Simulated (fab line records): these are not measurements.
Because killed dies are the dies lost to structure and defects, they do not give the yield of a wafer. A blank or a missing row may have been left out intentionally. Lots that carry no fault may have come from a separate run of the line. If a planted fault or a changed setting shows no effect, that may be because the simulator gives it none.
What tool caused it? | flow nand-harc | 22 lots, 66 wafers sampled, at 6 steps of a route of 1159

WHAT THE GAUGES READ, wafer by wafer
The record lacks any reading of a measuring or inspecting step that a usual standard deviation could be used to judge.

WHICH TOOL RAN EACH LOT (tool, then ch and the chambers of the sampled wafers, then the start)
lot  | NHARC_A_STAIRCASE_TRIM_16                     | NHARC_A_STAIRCASE_ETCH_201                    | NHARC_A_STAIRCASE_ETCH_203                    | NHARC_A_STAIRCASE_TRIM_224                    | NHARC_A_STAIRCASE_ETCH_232                    | NHARC_A_STAIRCASE_STRIP_238
L074 | rie-diel-11 ch 0,1,3, day 11 03:32 or earlier | rie-diel-11 ch 0,1,2, day 11 03:32 or earlier | rie-diel-11 ch 1,2, day 11 03:32 or earlier   | rie-diel-11 ch 0,3, day 11 03:32 or earlier   | rie-diel-07 ch 0,1,3, day 11 03:32 or earlier | plasma-asher-01 ch 0,1, day 11 03:32
L077 | rie-diel-11 ch 0,1,2, day 11 17:14 or earlier | rie-diel-07 ch 1,2, day 11 17:14 or earlier   | rie-diel-07 ch 1,2,3, day 11 17:14 or earlier | rie-diel-13 ch 0,2, day 11 17:14 or earlier   | rie-diel-11 ch 0,1,2, day 11 17:14 or earlier | plasma-asher-02 ch 0,1, day 11 17:14
L079 | rie-diel-11 ch 0,2, day 11 22:01 or earlier   | rie-diel-11 ch 0,2, day 11 22:01 or earlier   | rie-diel-11 ch 1,3, day 11 22:01 or earlier   | rie-diel-11 ch 0,1,2, day 11 22:01 or earlier | rie-diel-11 ch 1,2,3, day 11 22:01 or earlier | plasma-asher-02 ch 0,1, day 11 22:01
L078 | rie-diel-11 ch 0,3, day 11 22:40 or earlier   | rie-diel-13 ch 0,2, day 11 22:40 or earlier   | rie-diel-13 ch 0,2,3, day 11 22:40 or earlier | rie-diel-13 ch 1,2, day 11 22:40 or earlier   | rie-diel-07 ch 1,2,3, day 11 22:40 or earlier | plasma-asher-02 ch 0,1, day 11 22:40
L080 | rie-diel-07 ch 2,3, day 12 13:55 or earlier   | rie-diel-11 ch 1,2,3, day 12 13:55 or earlier | rie-diel-11 ch 0,1,3, day 12 13:55 or earlier | rie-diel-11 ch 0,1,3, day 12 13:55 or earlier | rie-diel-11 ch 0,3, day 12 13:55 or earlier   | plasma-asher-02 ch 0,1, day 12 13:55
L081 | rie-diel-11 ch 0,1,3, day 12 15:39 or earlier | rie-diel-07 ch 0,1,3, day 12 15:39 or earlier | rie-diel-07 ch 0,1,3, day 12 15:39 or earlier | rie-diel-11 ch 0,1,3, day 12 15:39 or earlier | rie-diel-11 ch 1,2,3, day 12 15:39 or earlier | plasma-asher-02 ch 0,1, day 12 15:39
L082 | rie-diel-11 ch 0,2, day 13 04:00 or earlier   | rie-diel-11 ch 0,1,3, day 13 04:00 or earlier | rie-diel-11 ch 0,1,2, day 13 04:00 or earlier | rie-diel-11 ch 0,3, day 13 04:00 or earlier   | rie-diel-13 ch 1,2, day 13 04:00 or earlier   | plasma-asher-02 ch 0,1, day 13 04:00
L083 | rie-diel-11 ch 0,1, day 13 20:25 or earlier   | rie-diel-07 ch 0,1, day 13 20:25 or earlier   | rie-diel-07 ch 0,1,2, day 13 20:25 or earlier | rie-diel-07 ch 0,1,2, day 13 20:25 or earlier | rie-diel-11 ch 1,2, day 13 20:25 or earlier   | plasma-asher-02 ch 0,1, day 13 20:25
L086 | rie-diel-07 ch 1,2, day 14 12:45 or earlier   | rie-diel-07 ch 1,2, day 14 12:45 or earlier   | rie-diel-07 ch 1,2, day 14 12:45 or earlier   | rie-diel-11 ch 1,2, day 14 12:45 or earlier   | rie-diel-11 ch 0,1,3, day 14 12:45 or earlier | plasma-asher-01 ch 0,1, day 14 12:45
L084 | rie-diel-13 ch 1,2, day 14 12:32 or earlier   | rie-diel-11 ch 0,1,3, day 14 12:32 or earlier | rie-diel-11 ch 1,2, day 14 12:32 or earlier   | rie-diel-11 ch 2,3, day 14 12:32 or earlier   | rie-diel-13 ch 1,2, day 14 12:32 or earlier   | plasma-asher-02 ch 0, day 14 12:32
L088 | rie-diel-13 ch 0,1,3, day 14 12:53 or earlier | rie-diel-11 ch 2,3, day 14 12:53 or earlier   | rie-diel-11 ch 0,2,3, day 14 12:53 or earlier | rie-diel-11 ch 2,3, day 14 12:53 or earlier   | rie-diel-11 ch 0,1,2, day 14 12:53 or earlier | plasma-asher-01 ch 0,1, day 14 12:53
L085 | rie-diel-11 ch 0,1,2, day 14 15:52 or earlier | rie-diel-07 ch 0,2,3, day 14 15:52 or earlier | rie-diel-07 ch 0,1,3, day 14 15:52 or earlier | rie-diel-07 ch 1,2,3, day 14 15:52 or earlier | rie-diel-07 ch 0,2,3, day 14 15:52 or earlier | plasma-asher-02 ch 0,1, day 14 15:52
L087 | rie-diel-11 ch 0,1,3, day 14 20:53 or earlier | rie-diel-13 ch 0,1,2, day 14 20:53 or earlier | rie-diel-13 ch 1,2, day 14 20:53 or earlier   | rie-diel-13 ch 0,1,3, day 14 20:53 or earlier | rie-diel-13 ch 0,2,3, day 14 20:53 or earlier | plasma-asher-02 ch 0,1, day 14 20:53
L089 | rie-diel-11 ch 0,1,2, day 15 00:58 or earlier | rie-diel-07 ch 2,3, day 15 00:58 or earlier   | rie-diel-07 ch 1,2, day 15 00:58 or earlier   | rie-diel-11 ch 1,2,3, day 15 00:58 or earlier | rie-diel-11 ch 0,2,3, day 15 00:58 or earlier | plasma-asher-01 ch 0,1, day 15 00:58
L090 | rie-diel-11 ch 1,2,3, day 15 00:36 or earlier | rie-diel-11 ch 1,2,3, day 15 00:36 or earlier | rie-diel-11 ch 0,3, day 15 00:36 or earlier   | rie-diel-13 ch 2,3, day 15 00:36 or earlier   | rie-diel-13 ch 0,2,3, day 15 00:36 or earlier | plasma-asher-02 ch 0,1, day 15 00:36
L091 | rie-diel-07 ch 0,2,3, day 15 08:44 or earlier | rie-diel-07 ch 0,1,3, day 15 08:44 or earlier | rie-diel-07 ch 0,2,3, day 15 08:44 or earlier | rie-diel-11 ch 0,1,2, day 15 08:44 or earlier | rie-diel-13 ch 0,1,2, day 15 08:44 or earlier | plasma-asher-01 ch 0,1, day 15 08:44
L093 | rie-diel-11 ch 1,2,3, day 15 06:41 or earlier | rie-diel-13 ch 0,1,3, day 15 06:41 or earlier | rie-diel-13 ch 1,2,3, day 15 06:41 or earlier | rie-diel-11 ch 0,1, day 15 06:41 or earlier   | rie-diel-11 ch 0,1,2, day 15 06:41 or earlier | plasma-asher-02 ch 0,1, day 15 06:41
L092 | rie-diel-13 ch 1,2, day 15 10:53 or earlier   | rie-diel-13 ch 1,3, day 15 10:53 or earlier   | rie-diel-13 ch 1,3, day 15 10:53 or earlier   | rie-diel-13 ch 1,2,3, day 15 10:53 or earlier | rie-diel-13 ch 1,2,3, day 15 10:53 or earlier | plasma-asher-01 ch 0, day 15 10:53
L095 | rie-diel-07 ch 2,3, day 16 09:17 or earlier   | rie-diel-13 ch 0,1,3, day 16 09:17 or earlier | rie-diel-13 ch 0,2, day 16 09:17 or earlier   | rie-diel-13 ch 0,1, day 16 09:17 or earlier   | rie-diel-13 ch 0,2, day 16 09:17 or earlier   | plasma-asher-01 ch 0,1, day 16 09:17
L096 | rie-diel-13 ch 0,1,2, day 16 12:32 or earlier | rie-diel-07 ch 0,2, day 16 12:32 or earlier   | rie-diel-07 ch 0,1, day 16 12:32 or earlier   | rie-diel-07 ch 0,1, day 16 12:32 or earlier   | rie-diel-13 ch 0,2,3, day 16 12:32 or earlier | plasma-asher-01 ch 0,1, day 16 12:32
L094 | rie-diel-07 ch 0,2, day 16 18:45 or earlier   | rie-diel-07 ch 1,2, day 16 18:45 or earlier   | rie-diel-07 ch 0,1,3, day 16 18:45 or earlier | rie-diel-13 ch 0,1,3, day 16 18:45 or earlier | rie-diel-11 ch 0,2, day 16 18:45 or earlier   | plasma-asher-01 ch 1, day 16 18:45
L097 | rie-diel-13 ch 0,1,3, day 16 22:49 or earlier | rie-diel-07 ch 0,3, day 16 22:49 or earlier   | rie-diel-07 ch 0,1,3, day 16 22:49 or earlier | rie-diel-07 ch 0,1,3, day 16 22:49 or earlier | rie-diel-07 ch 1,2,3, day 16 22:49 or earlier | plasma-asher-02 ch 1, day 16 22:49
- NHARC_A_STAIRCASE_TRIM_16: chemistry O2, time 211.2 s.
- NHARC_A_STAIRCASE_ETCH_201: etches the open film in C4F8/O2, target depth 100 nm, time 40.5 s.
- NHARC_A_STAIRCASE_ETCH_203: etches the open film in C4F8/O2, target depth 100 nm, time 40.5 s.
- NHARC_A_STAIRCASE_TRIM_224: chemistry O2, time 211.2 s.
- NHARC_A_STAIRCASE_ETCH_232: etches the open film in C4F8/O2, target depth 100 nm, time 40.5 s.
- NHARC_A_STAIRCASE_STRIP_238: strips in O2.

WHAT THE TOOLS THEMSELVES READ (means of the sampled wafers that have a number; where no wafer has one, the mark that the record gives instead)
NHARC_A_STAIRCASE_TRIM_16. Usual: chamber-pressure-mTorr 60.00 mTorr, standard deviation 0.053; drypump-motor-current-A 6.0 A, standard deviation 0.36; oes-product-au 1.006 a.u., standard deviation 0.012; rf-vpp-V 57.9 V, standard deviation 0.91; showerhead-plenum-p-Torr 3.57 Torr, standard deviation 0.13; throttle-valve-pct 17.037 %, standard deviation 0.01.
lot  | tool        | chamber-pressure-mTorr (mTorr) | drypump-motor-current-A (A) | oes-product-au (a.u.) | rf-vpp-V (V) | showerhead-plenum-p-Torr (Torr) | throttle-valve-pct (%) | flag
L074 | rie-diel-11 | 60.04                          | 5.9                         | 1.009                 | 57.7         | 3.51                            | 17.037                 |
L077 | rie-diel-11 | 60.02                          | 6.1                         | 1.014                 | 57.9         | 3.55                            | 17.036                 |
L079 | rie-diel-11 | 60.05                          | 5.8                         | 1.012                 | 57.7         | 3.43                            | 17.026                 |
L078 | rie-diel-11 | 59.97                          | 5.6                         | 1.009                 | 57.2         | 3.39                            | 17.047                 |
L080 | rie-diel-07 | 60.02                          | 5.8                         | 0.999                 | 58.3         | 3.57                            | 17.035                 |
L081 | rie-diel-11 | 59.96                          | 5.9                         | 1.000                 | 58.2         | 3.50                            | 17.034                 |
L082 | rie-diel-11 | 60.00                          | 6.1                         | 1.011                 | 56.9         | 3.53                            | 17.033                 |
L083 | rie-diel-11 | 59.96                          | 5.7                         | 1.009                 | 57.3         | 3.43                            | 17.032                 |
L086 | rie-diel-07 | 60.02                          | 5.9                         | 1.019                 | 59.0         | 3.54                            | 17.039                 |
L084 | rie-diel-13 | 59.96                          | 5.7                         | 1.001                 | 58.5         | 3.69                            | 17.034                 |
L088 | rie-diel-13 | 59.99                          | 5.6                         | 0.991                 | 57.8         | 3.72                            | 17.036                 |
L085 | rie-diel-11 | 60.03                          | 6.1                         | 1.018                 | 56.9         | 3.53                            | 17.035                 |
L087 | rie-diel-11 | 59.98                          | 5.9                         | 1.011                 | 56.2         | 3.49                            | 17.035                 |
L089 | rie-diel-11 | 60.02                          | 6.1                         | 1.014                 | 57.8         | 3.53                            | 17.030                 |
L090 | rie-diel-11 | 60.00                          | 6.2                         | 1.002                 | 58.1         | 3.60                            | 17.035                 |
L091 | rie-diel-07 | 59.97                          | 6.0                         | 1.005                 | 57.4         | 3.53                            | 17.035                 |
L093 | rie-diel-11 | 59.99                          | 6.3                         | 1.005                 | 57.8         | 3.60                            | 17.038                 |
L092 | rie-diel-13 | 60.01                          | 5.9                         | 1.016                 | 58.1         | 3.70                            | 17.037                 |
L095 | rie-diel-07 | 60.00                          | 5.8                         | 1.013                 | 58.0         | 3.56                            | 17.046                 |
L096 | rie-diel-13 | 60.01                          | 5.8                         | 1.003                 | 57.7         | 3.71                            | 17.041                 |
L094 | rie-diel-07 | 60.03                          | 6.0                         | 1.017                 | 57.9         | 3.51                            | 17.031                 |
L097 | rie-diel-13 | 60.00                          | 5.6                         | 1.001                 | 58.6         | 3.71                            | 17.037                 |

NHARC_A_STAIRCASE_ETCH_201. Usual: chamber-pressure-mTorr 24.999 mTorr, standard deviation 0.024; oes-product-au 0.946 a.u., standard deviation 0.013; rf-vpp-V 897 V, standard deviation 4.1.
lot  | tool        | chamber-pressure-mTorr (mTorr) | oes-product-au (a.u.) | rf-vpp-V (V) | flag
L074 | rie-diel-11 | 25.014                         | 0.953                 | 897          |
L077 | rie-diel-07 | 24.981                         | 0.947                 | 897          |
L079 | rie-diel-11 | 24.998                         | 0.946                 | 893          |
L078 | rie-diel-13 | 25.010                         | 0.936                 | 903          |
L080 | rie-diel-11 | 25.009                         | 0.952                 | 898          |
L081 | rie-diel-07 | 24.994                         | 0.936                 | 896          |
L082 | rie-diel-11 | 24.991                         | 0.948                 | 895          |
L083 | rie-diel-07 | 25.011                         | 0.935                 | 896          |
L086 | rie-diel-07 | 24.992                         | 0.937                 | 896          |
L084 | rie-diel-11 | 25.001                         | 0.949                 | 895          |
L088 | rie-diel-11 | 24.997                         | 0.939                 | 896          |
L085 | rie-diel-07 | 25.010                         | 0.959                 | 896          |
L087 | rie-diel-13 | 24.978                         | 0.940                 | 902          |
L089 | rie-diel-07 | 25.003                         | 0.940                 | 896          |
L090 | rie-diel-11 | 24.990                         | 0.941                 | 898          |
L091 | rie-diel-07 | 24.994                         | 0.948                 | 897          |
L093 | rie-diel-13 | 24.996                         | 0.949                 | 902          |
L092 | rie-diel-13 | 25.001                         | 0.944                 | 902          |
L095 | rie-diel-13 | 25.018                         | 0.938                 | 902          |
L096 | rie-diel-07 | 24.979                         | 0.950                 | 895          |
L094 | rie-diel-07 | 24.992                         | 0.958                 | 896          |
L097 | rie-diel-07 | 25.005                         | 0.946                 | 896          |

NHARC_A_STAIRCASE_ETCH_203. Usual: chamber-pressure-mTorr 25.002 mTorr, standard deviation 0.024; oes-product-au 0.944 a.u., standard deviation 0.012; rf-vpp-V 897 V, standard deviation 4.3.
lot  | tool        | chamber-pressure-mTorr (mTorr) | oes-product-au (a.u.) | rf-vpp-V (V) | flag
L074 | rie-diel-11 | 24.989                         | 0.951                 | 902          |
L077 | rie-diel-07 | 25.001                         | 0.953                 | 897          |
L079 | rie-diel-11 | 24.999                         | 0.938                 | 898          |
L078 | rie-diel-13 | 24.994                         | 0.935                 | 903          |
L080 | rie-diel-11 | 25.013                         | 0.943                 | 895          |
L081 | rie-diel-07 | 25.013                         | 0.935                 | 896          |
L082 | rie-diel-11 | 24.998                         | 0.951                 | 897          |
L083 | rie-diel-07 | 24.983                         | 0.945                 | 896          |
L086 | rie-diel-07 | 25.023                         | 0.940                 | 897          |
L084 | rie-diel-11 | 25.013                         | 0.957                 | 900          |
L088 | rie-diel-11 | 24.998                         | 0.944                 | 894          |
L085 | rie-diel-07 | 25.012                         | 0.927                 | 896          |
L087 | rie-diel-13 | 24.995                         | 0.944                 | 901          |
L089 | rie-diel-07 | 25.002                         | 0.936                 | 896          |
L090 | rie-diel-11 | 24.993                         | 0.937                 | 890          |
L091 | rie-diel-07 | 24.985                         | 0.950                 | 896          |
L093 | rie-diel-13 | 24.988                         | 0.940                 | 902          |
L092 | rie-diel-13 | 24.968                         | 0.938                 | 902          |
L095 | rie-diel-13 | 25.012                         | 0.958                 | 903          |
L096 | rie-diel-07 | 24.998                         | 0.930                 | 895          |
L094 | rie-diel-07 | 25.017                         | 0.936                 | 895          |
L097 | rie-diel-07 | 24.995                         | 0.944                 | 896          |

NHARC_A_STAIRCASE_TRIM_224. Usual: chamber-pressure-mTorr 60.00 mTorr, standard deviation 0.055; drypump-motor-current-A 5.9 A, standard deviation 0.35; oes-product-au 1.006 a.u., standard deviation 0.013; rf-vpp-V 57.9 V, standard deviation 0.8; showerhead-plenum-p-Torr 3.58 Torr, standard deviation 0.13; throttle-valve-pct 17.036 %, standard deviation 0.0076.
lot  | tool        | chamber-pressure-mTorr (mTorr) | drypump-motor-current-A (A) | oes-product-au (a.u.) | rf-vpp-V (V) | showerhead-plenum-p-Torr (Torr) | throttle-valve-pct (%) | flag
L074 | rie-diel-11 | 59.99                          | 5.6                         | 1.008                 | 57.7         | 3.39                            | 17.040                 |
L077 | rie-diel-13 | 59.98                          | 5.8                         | 0.992                 | 57.6         | 3.75                            | 17.036                 |
L079 | rie-diel-11 | 60.01                          | 6.1                         | 1.015                 | 58.5         | 3.54                            | 17.032                 |
L078 | rie-diel-13 | 59.96                          | 5.9                         | 1.006                 | 58.1         | 3.71                            | 17.040                 |
L080 | rie-diel-11 | 59.99                          | 5.9                         | 1.009                 | 57.9         | 3.50                            | 17.038                 |
L081 | rie-diel-11 | 59.95                          | 5.9                         | 1.003                 | 57.4         | 3.50                            | 17.030                 |
L082 | rie-diel-11 | 60.06                          | 5.7                         | 0.997                 | 57.9         | 3.45                            | 17.039                 |
L083 | rie-diel-07 | 60.03                          | 6.1                         | 1.004                 | 58.2         | 3.52                            | 17.036                 |
L086 | rie-diel-11 | 60.02                          | 6.4                         | 1.007                 | 58.2         | 3.63                            | 17.042                 |
L084 | rie-diel-11 | 60.02                          | 6.1                         | 0.993                 | 57.4         | 3.55                            | 17.034                 |
L088 | rie-diel-11 | 60.04                          | 6.1                         | 1.002                 | 58.2         | 3.55                            | 17.036                 |
L085 | rie-diel-07 | 60.01                          | 5.9                         | 1.010                 | 57.7         | 3.55                            | 17.031                 |
L087 | rie-diel-13 | 60.02                          | 5.6                         | 0.996                 | 58.5         | 3.72                            | 17.030                 |
L089 | rie-diel-11 | 60.01                          | 6.2                         | 1.006                 | 58.5         | 3.60                            | 17.032                 |
L090 | rie-diel-13 | 59.98                          | 5.7                         | 1.002                 | 57.6         | 3.70                            | 17.037                 |
L091 | rie-diel-11 | 59.96                          | 6.1                         | 1.019                 | 57.9         | 3.52                            | 17.033                 |
L093 | rie-diel-11 | 60.00                          | 6.1                         | 1.028                 | 57.5         | 3.54                            | 17.030                 |
L092 | rie-diel-13 | 60.00                          | 5.7                         | 1.005                 | 57.8         | 3.69                            | 17.039                 |
L095 | rie-diel-13 | 60.01                          | 5.6                         | 0.991                 | 57.9         | 3.70                            | 17.035                 |
L096 | rie-diel-07 | 60.04                          | 6.1                         | 0.999                 | 57.9         | 3.51                            | 17.038                 |
L094 | rie-diel-13 | 59.98                          | 5.6                         | 1.002                 | 57.9         | 3.71                            | 17.042                 |
L097 | rie-diel-07 | 59.99                          | 6.0                         | 1.004                 | 57.4         | 3.52                            | 17.032                 |

NHARC_A_STAIRCASE_ETCH_232. Usual: chamber-pressure-mTorr 25.000 mTorr, standard deviation 0.024; oes-product-au 0.949 a.u., standard deviation 0.015; rf-vpp-V 898 V, standard deviation 4.8.
lot  | tool        | chamber-pressure-mTorr (mTorr) | oes-product-au (a.u.) | rf-vpp-V (V) | flag
L074 | rie-diel-07 | 24.986                         | 0.954                 | 897          |
L077 | rie-diel-11 | 24.989                         | 0.953                 | 897          |
L079 | rie-diel-11 | 25.003                         | 0.952                 | 899          |
L078 | rie-diel-07 | 24.989                         | 0.936                 | 897          |
L080 | rie-diel-11 | 25.006                         | 0.948                 | 893          |
L081 | rie-diel-11 | 24.996                         | 0.939                 | 898          |
L082 | rie-diel-13 | 25.001                         | 0.940                 | 902          |
L083 | rie-diel-11 | 24.990                         | 0.975                 | 901          |
L086 | rie-diel-11 | 25.002                         | 0.945                 | 895          |
L084 | rie-diel-13 | 24.983                         | 0.961                 | 902          |
L088 | rie-diel-11 | 25.003                         | 0.943                 | 895          |
L085 | rie-diel-07 | 25.017                         | 0.952                 | 896          |
L087 | rie-diel-13 | 24.998                         | 0.941                 | 903          |
L089 | rie-diel-11 | 25.013                         | 0.956                 | 894          |
L090 | rie-diel-13 | 24.991                         | 0.949                 | 902          |
L091 | rie-diel-13 | 24.999                         | 0.967                 | 902          |
L093 | rie-diel-11 | 25.009                         | 0.958                 | 895          |
L092 | rie-diel-13 | 24.997                         | 0.944                 | 902          |
L095 | rie-diel-13 | 25.000                         | 0.937                 | 903          |
L096 | rie-diel-13 | 24.983                         | 0.957                 | 903          |
L094 | rie-diel-11 | 25.022                         | 0.968                 | 891          |
L097 | rie-diel-07 | 25.000                         | 0.961                 | 896          |

NHARC_A_STAIRCASE_STRIP_238. Usual: drypump-motor-current-A 5.66 A, standard deviation 0.24; heater-power-w 318 W, standard deviation 21; temp-c 250.00 C, standard deviation 0.18.
lot  | tool            | drypump-motor-current-A (A) | heater-power-w (W) | temp-c (C) | flag
L074 | plasma-asher-01 | 5.86                        | 311                | 250.17     |
L077 | plasma-asher-02 | 5.47                        | 332                | 250.11     |
L079 | plasma-asher-02 | 5.46                        | 330                | 250.02     |
L078 | plasma-asher-02 | 5.47                        | 331                | 250.12     |
L080 | plasma-asher-02 | 5.44                        | 327                | 249.83     |
L081 | plasma-asher-02 | 5.43                        | 329                | 250.09     |
L082 | plasma-asher-02 | 5.59                        | 328                | 249.93     |
L083 | plasma-asher-02 | 5.45                        | 337                | 250.01     |
L086 | plasma-asher-01 | 5.76                        | 296                | 249.92     |
L084 | plasma-asher-02 | 5.78                        | 331                | 249.72     |
L088 | plasma-asher-01 | 5.84                        | 312                | 249.96     |
L085 | plasma-asher-02 | 5.45                        | 334                | 249.88     |
L087 | plasma-asher-02 | 5.47                        | 332                | 250.03     |
L089 | plasma-asher-01 | 5.77                        | 289                | 250.00     |
L090 | plasma-asher-02 | 5.45                        | 330                | 250.03     |
L091 | plasma-asher-01 | 5.83                        | 312                | 249.97     |
L093 | plasma-asher-02 | 5.60                        | 331                | 249.88     |
L092 | plasma-asher-01 | 5.71                        | 283                | 249.91     |
L095 | plasma-asher-01 | 5.77                        | 296                | 250.00     |
L096 | plasma-asher-01 | 5.76                        | 293                | 250.17     |
L094 | plasma-asher-01 | 5.91                        | 322                | 249.90     |
L097 | plasma-asher-02 | 5.28                        | 323                | 249.81     |

THE ANSWER, worked out from the rows above alone
Rule: a lot counts as off when the mean over its wafers that have a number is more than 3 standard deviations away from the usual mean. A lot without any number at a reading at which 4 lots or more have one is off too. All remaining lots with rows at the step are treated as sound. The gauges are gone through in route order, then the tools' own readings, and for those a lot's mean is taken as printed above. At the first step where some lot is off, the reading lying furthest off is the one used; lots without a number count as furthest.
No lot is off on any of the readings shown, so nothing can be concluded from this.

WHAT HAD BEEN PUT IN BY THE SIMULATOR
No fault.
